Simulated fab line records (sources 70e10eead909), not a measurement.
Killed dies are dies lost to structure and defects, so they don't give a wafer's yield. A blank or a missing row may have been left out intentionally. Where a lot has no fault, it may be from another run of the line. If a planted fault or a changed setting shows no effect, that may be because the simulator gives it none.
Which of the tools did it?    flow nand harc    33 wafers from 11 lots sampled at 3 of the route's 1159 steps

## WHAT THE GAUGES SHOWED, per wafer
NHARC_A_CONTACT_OVL_MEAS_09.
lot   measured      on          overlay x nm (nm)
L936  day 17 06:49  overlay-01  0.2 0.6 0.4
L938  day 17 19:48  overlay-02  -1.6 -0.9 -1.4
L939  day 17 21:04  overlay-02  1.1 1.2 1.2
L941  day 19 04:08  overlay-01  1.2 1.3 0.8
L940  day 19 08:20  overlay-02  0.4 1.3 0.7
L947  day 20 05:50  overlay-01  0.2 0.1 -0.3
L946  day 20 05:10  overlay-02  0.2 0.2 0.0
L945  day 20 17:46  overlay-02  1.7 1.2 0.9
L948  day 20 19:01  overlay-01  -0.6 -0.2 -0.3
L955  day 22 00:31  overlay-02  -0.1 -0.2 -0.2
L957  day 22 19:03  overlay-01  1.1 0.9 0.9

## TOOL THAT RAN EACH LOT (tool first, then ch and the chambers of the sampled wafers, then the start)
lot   NHARC_A_CONTACT_ETCH_76             NHARC_A_CONTACT_ETCH_97
L936  rie diel-07 ch 0,1,2, day 17 00:20  rie diel-04 ch 1,2,3, day 17 06:49 or earlier
L938  rie diel-05 ch 2,3, day 17 11:56    rie diel-04 ch 0,1,3, day 17 19:48 or earlier
L939  rie diel-04 ch 0,2, day 17 14:53    rie diel-05 ch 0,1,2, day 17 21:04 or earlier
L941  rie diel-07 ch 0,2,3, day 18 22:13  rie diel-07 ch 0,1, day 19 04:08 or earlier
L940  rie diel-04 ch 2,3, day 19 01:46    rie diel-04 ch 0,3, day 19 08:20 or earlier
L947  rie diel-04 ch 1,2, day 19 21:43    rie diel-07 ch 1,2,3, day 20 05:50 or earlier
L946  rie diel-04 ch 1,2,3, day 19 22:14  rie diel-04 ch 0,1,3, day 20 05:10 or earlier
L945  rie diel-04 ch 0,1,2, day 20 09:18  rie diel-05 ch 0,1,2, day 20 17:46 or earlier
L948  rie diel-07 ch 1,2,3, day 20 11:09  rie diel-05 ch 1,2, day 20 19:01 or earlier
L955  rie diel-07 ch 1,3, day 21 18:29    rie diel-04 ch 1,2, day 22 00:31 or earlier
L957  rie diel-05 ch 0,1,3, day 22 12:40  rie diel-04 ch 2,3, day 22 19:03 or earlier
- NHARC_A_CONTACT_ETCH_76: etches the open film in N2/H2, target depth 260 nm, time 475.3 s.
- NHARC_A_CONTACT_ETCH_97: etches the open film in C4F6/O2, target depth 20 nm, time 10 s.

## THE ANSWER, worked out from the rows above alone
Rule: what is usual is taken from the lots themselves. Put in order of their means at a reading, lots are off if they are a third of the lots or fewer, leave a main group of 4 or more, and stand apart from it by a gap of 3 or more times the standard deviation of the main group's means; of several such gaps the widest counts. A main group whose means are all the same, to the digits that the tables above print for the reading, isn't used. Also off: a lot with no number at a reading for which 4 or more lots have one. All remaining lots with rows at the step are treated as sound.
No lot is off on any of the readings shown, so nothing can be concluded from this.

## WHAT WAS PUT IN BY THE SIMULATOR
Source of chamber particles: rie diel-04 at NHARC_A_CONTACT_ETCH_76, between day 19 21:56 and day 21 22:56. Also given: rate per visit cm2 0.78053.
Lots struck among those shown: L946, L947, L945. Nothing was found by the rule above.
